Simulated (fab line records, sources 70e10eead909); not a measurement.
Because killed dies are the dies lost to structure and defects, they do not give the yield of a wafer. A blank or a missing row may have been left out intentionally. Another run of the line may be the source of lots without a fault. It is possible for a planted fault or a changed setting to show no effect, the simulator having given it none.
Chamber matching    flow nand-harc    ald-hk-03 running NHARC_A_WL_FILL_ALD_00: 4 sister chambers
The step deposits Al2O3, target thk 3 nm, pulse time 3 s, ald cycles 30. 8 wafers are shown with their chamber, then 9 later ones without.

## WAFERS WITH THEIR CHAMBER
wafer   chamber  heater-power-w (W)  precursor-pulse-height-rel
L082.1  0        475                 0.998
L082.4  1        395                 1.022
L083.3  1        391                 0.993
L089.5  0        488                 0.998
L089.6  3        504                 0.967
L090.3  3        526                 0.971
L090.4  2        452                 1.013
L090.5  2        468                 0.986

## WAFERS WITH NO CHAMBER GIVEN
wafer   heater-power-w (W)  precursor-pulse-height-rel
L091.2  395                 0.966
L091.5  444                 0.980
L091.6  389                 1.010
L092.1  401                 1.004
L092.5  506                 1.003
L092.6  456                 1.004
L096.1  391                 1.000
L096.2  504                 1.007
L096.4  486                 1.021

## CHAMBER TAKEN BY EACH
wafer   from the rows above           in truth
L091.2  1                             1
L091.5  can't be placed: 2 or 0       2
L091.6  1                             1
L092.1  1                             1
L092.5  can't be placed: 0 or 3 or 2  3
L092.6  can't be placed: 2 or 0       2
L096.1  1                             1
L096.2  can't be placed: 0 or 3 or 2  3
L096.4  can't be placed: 0 or 2       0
Correct placement for 4 of the 9. Cannot be placed on the basis of these rows: 5; the candidates contain the true chamber in 5. Number placed wrongly: 0.
How it was worked out, from the rows above alone: a wafer's distance from a chamber is the root of the sum, over the readings, of the square of ((its reading less the chamber's mean) divided by the reading's scatter). The wafer belongs to the nearest chamber; if the next one is less than 2 further off, it can't be placed. The mean given for a chamber averages the wafers shown for that chamber. The scatter: take each reading less its chamber's mean, square it, sum over the shown wafers, divide by the number of wafers less the number of chambers, and take the root.
